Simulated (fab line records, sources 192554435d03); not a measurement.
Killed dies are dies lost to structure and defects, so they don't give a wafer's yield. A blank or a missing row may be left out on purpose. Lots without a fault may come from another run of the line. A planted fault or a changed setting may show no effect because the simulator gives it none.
Chamber matching | flow n5_finfet | N5_ILD0_LINER_00 on ald_sin-03: 4 sister chambers
The step material SiNx, target thk 4 nm, pulse time 1 s, purge time 2 s. 8 wafers are shown with their chamber, then 7 later ones without.

WAFERS WITH THEIR CHAMBER
wafer  | chamber | heater_power_w (W) | precursor_pulse_height_rel
L848.3 | 3       | 930                | 1.003
L850.4 | 1       | 911                | 0.975
L850.6 | 2       | 866                | 0.996
L853.1 | 1       | 892                | 0.999
L853.2 | 3       | 928                | 1.021
L853.6 | 0       | 751                | 1.002
L855.1 | 0       | 749                | 1.050
L855.2 | 2       | 883                | 0.974

WAFERS WITHOUT THEIR CHAMBER
wafer  | heater_power_w (W) | precursor_pulse_height_rel
L855.6 | 893                | 1.001
L856.1 | 921                | 1.012
L856.5 | 900                | 0.996
L856.6 | 918                | 0.990
L858.1 | 758                | 0.986
L858.5 | 774                | 0.997
L858.6 | 896                | 1.032

WHICH CHAMBER EACH WENT THROUGH
wafer  | from the rows above          | in truth
L855.6 | can't be placed: 1 or 2      | 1
L856.1 | can't be placed: 3 or 1      | 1
L856.5 | 1                            | 1
L856.6 | can't be placed: 3 or 1      | 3
L858.1 | 0                            | 0
L858.5 | 0                            | 0
L858.6 | can't be placed: 1 or 2 or 3 | 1
Placed correctly: 3 of 7. Can't be placed from these rows: 4 (the true chamber is among the candidates in 4). Placed wrongly: 0.
How it was worked out, from the rows above alone: a wafer's distance from a chamber is the root of the sum, over the readings, of the square of ((its reading less the chamber's mean) divided by the reading's scatter). The wafer belongs to the nearest chamber; if the next one is less than 2 further off, it can't be placed. A chamber's mean is the mean of its shown wafers. The scatter: the root of (the sum of the squares of (reading less its chamber's mean) over the shown wafers, divided by (wafers less chambers)).
